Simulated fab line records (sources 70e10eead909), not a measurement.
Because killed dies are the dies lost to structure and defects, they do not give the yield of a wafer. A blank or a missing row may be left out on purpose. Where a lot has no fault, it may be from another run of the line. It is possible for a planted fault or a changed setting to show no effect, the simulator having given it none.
Matching of chambers || flow nand_harc || NHARC_A_ZERO_WELL_DESCUM_12 on rie_diel-10 has 4 sister chambers
The step chemistry O2, time 3 s. 7 wafers are shown with their chamber, then 7 later ones without.

## WAFERS WITH THEIR CHAMBER
{"wafer": "L306.1", "chamber": 3, "showerhead_plenum_p_Torr (Torr)": 1.87, "drypump_motor_current_A (A)": 6.0}
{"wafer": "L306.5", "chamber": 3, "showerhead_plenum_p_Torr (Torr)": 1.87, "drypump_motor_current_A (A)": 6.1}
{"wafer": "L308.1", "chamber": 1, "showerhead_plenum_p_Torr (Torr)": 2.07, "drypump_motor_current_A (A)": 5.8}
{"wafer": "L313.2", "chamber": 2, "showerhead_plenum_p_Torr (Torr)": 1.84, "drypump_motor_current_A (A)": 5.9}
{"wafer": "L313.6", "chamber": 0, "showerhead_plenum_p_Torr (Torr)": 2.01, "drypump_motor_current_A (A)": 5.8}
{"wafer": "L322.1", "chamber": 2, "showerhead_plenum_p_Torr (Torr)": 1.84, "drypump_motor_current_A (A)": 5.9}
{"wafer": "L322.4", "chamber": 0, "showerhead_plenum_p_Torr (Torr)": 2.00, "drypump_motor_current_A (A)": 5.8}

## WAFERS MISSING THEIR CHAMBER
{"wafer": "L322.5", "showerhead_plenum_p_Torr (Torr)": 2.07, "drypump_motor_current_A (A)": 5.8}
{"wafer": "L323.1", "showerhead_plenum_p_Torr (Torr)": 2.07, "drypump_motor_current_A (A)": 5.8}
{"wafer": "L323.3", "showerhead_plenum_p_Torr (Torr)": 2.00, "drypump_motor_current_A (A)": 5.8}
{"wafer": "L323.4", "showerhead_plenum_p_Torr (Torr)": 1.84, "drypump_motor_current_A (A)": 5.9}
{"wafer": "L324.2", "showerhead_plenum_p_Torr (Torr)": 2.00, "drypump_motor_current_A (A)": 5.8}
{"wafer": "L324.4", "showerhead_plenum_p_Torr (Torr)": 2.07, "drypump_motor_current_A (A)": 5.8}
{"wafer": "L324.5", "showerhead_plenum_p_Torr (Torr)": 1.84, "drypump_motor_current_A (A)": 5.9}

## THE CHAMBER EACH PASSED THROUGH
{"wafer": "L322.5", "from the rows above": 1, "in truth": 1}
{"wafer": "L323.1", "from the rows above": 1, "in truth": 1}
{"wafer": "L323.3", "from the rows above": 0, "in truth": 0}
{"wafer": "L323.4", "from the rows above": 2, "in truth": 2}
{"wafer": "L324.2", "from the rows above": 0, "in truth": 0}
{"wafer": "L324.4", "from the rows above": 1, "in truth": 1}
{"wafer": "L324.5", "from the rows above": 2, "in truth": 2}
Correctly placed: 7 of 7. Can't be placed from these rows: 0. Number placed wrongly: 0.
How it was worked out, from the rows above alone: a wafer's distance from a chamber is the root of the sum, over the readings, of the square of ((its reading less the chamber's mean) divided by the reading's scatter). If the next closest chamber is less than 2 further off than the closest, the wafer can't be placed; otherwise it belongs to the closest. For every chamber, the mean is computed from those of its wafers that are shown. The scatter: take each reading less its chamber's mean, square it, sum over the shown wafers, divide by the number of wafers less the number of chambers, and take the root.
